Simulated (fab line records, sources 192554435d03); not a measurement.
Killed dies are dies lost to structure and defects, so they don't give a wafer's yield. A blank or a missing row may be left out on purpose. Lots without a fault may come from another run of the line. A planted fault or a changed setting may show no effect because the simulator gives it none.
Chamber matching | flow n5_finfet | N5_BEOL_M6_STRIP_36 on rie_diel-03: 4 sister chambers
The step strips in N2/H2. 4 wafers are shown with their chamber, then 8 later ones without.

WAFERS WITH THEIR CHAMBER
wafer  | chamber | drypump_motor_current_A (A)
L082.5 | 2       | 5.0
L084.2 | 1       | 5.5
L084.5 | 0       | 5.2
L086.1 | 3       | 6.0

WAFERS WITHOUT THEIR CHAMBER
wafer  | drypump_motor_current_A (A)
L086.3 | 5.0
L086.4 | 5.2
L088.1 | 5.9
L088.4 | 5.2
L088.5 | 5.5
L096.1 | 5.9
L096.5 | 5.2
L096.6 | 6.0

WHICH CHAMBER EACH WENT THROUGH
wafer  | from the rows above | in truth
L086.3 | 2                   | 2
L086.4 | 0                   | 0
L088.1 | 3                   | 3
L088.4 | 0                   | 0
L088.5 | 1                   | 1
L096.1 | 3                   | 3
L096.5 | 0                   | 0
L096.6 | 3                   | 3
Placed correctly: 8 of 8. Can't be placed from these rows: 0. Placed wrongly: 0.
How it was worked out, from the rows above alone: a wafer's distance from a chamber is the root of the sum, over the readings, of the square of ((its reading less the chamber's mean) divided by the reading's scatter). The wafer belongs to the nearest chamber; if the next one is less than 2 further off, it can't be placed. A chamber's mean is the mean of its shown wafers. The scatter: with one shown wafer a chamber, the root of the mean of the squares of how far each hidden wafer lies from its nearest shown one.
